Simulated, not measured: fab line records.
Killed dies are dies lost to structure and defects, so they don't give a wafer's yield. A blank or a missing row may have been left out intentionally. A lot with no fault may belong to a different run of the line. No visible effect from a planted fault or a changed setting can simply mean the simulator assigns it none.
Chamber matching -- flow nand harc -- 3 sister chambers for NHARC_A_STAIRCASE_DEP_156 on pecvd-03
The step deposits SiNx, target thk 50 nm. 3 wafers are shown with their chamber, then 7 later ones without.

== EACH WAFER AND ITS CHAMBER ==
wafer,chamber,showerhead vpp V (V)
L305.5,1,1380
L307.2,2,1363
L307.3,0,1407

== WAFERS WITH NO CHAMBER GIVEN ==
wafer,showerhead vpp V (V)
L307.4,1378
L312.1,1364
L312.5,1359
L312.6,1355
L318.1,1376
L318.3,1381
L318.4,1355

== EACH ONE'S CHAMBER ==
wafer,from the rows above,in truth
L307.4,1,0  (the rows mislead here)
L312.1,2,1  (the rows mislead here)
L312.5,2,2
L312.6,2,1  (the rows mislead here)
L318.1,can't be placed: 1 or 2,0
L318.3,1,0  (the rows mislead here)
L318.4,2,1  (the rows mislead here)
1 of 7 placed correctly. From these rows, 1 cannot be placed; in 0 the true chamber is one of the candidates. 5 placed wrongly.
How it was worked out, from the rows above alone: a wafer's distance from a chamber is the root of the sum, over the readings, of the square of ((its reading less the chamber's mean) divided by the reading's scatter). If the next closest chamber is less than 2 further off than the closest, the wafer can't be placed; otherwise it belongs to the closest. A chamber's mean is the mean of its shown wafers. The scatter (one wafer shown for each chamber): square how far every hidden wafer sits from the nearest shown wafer, average those squares and take the square root.
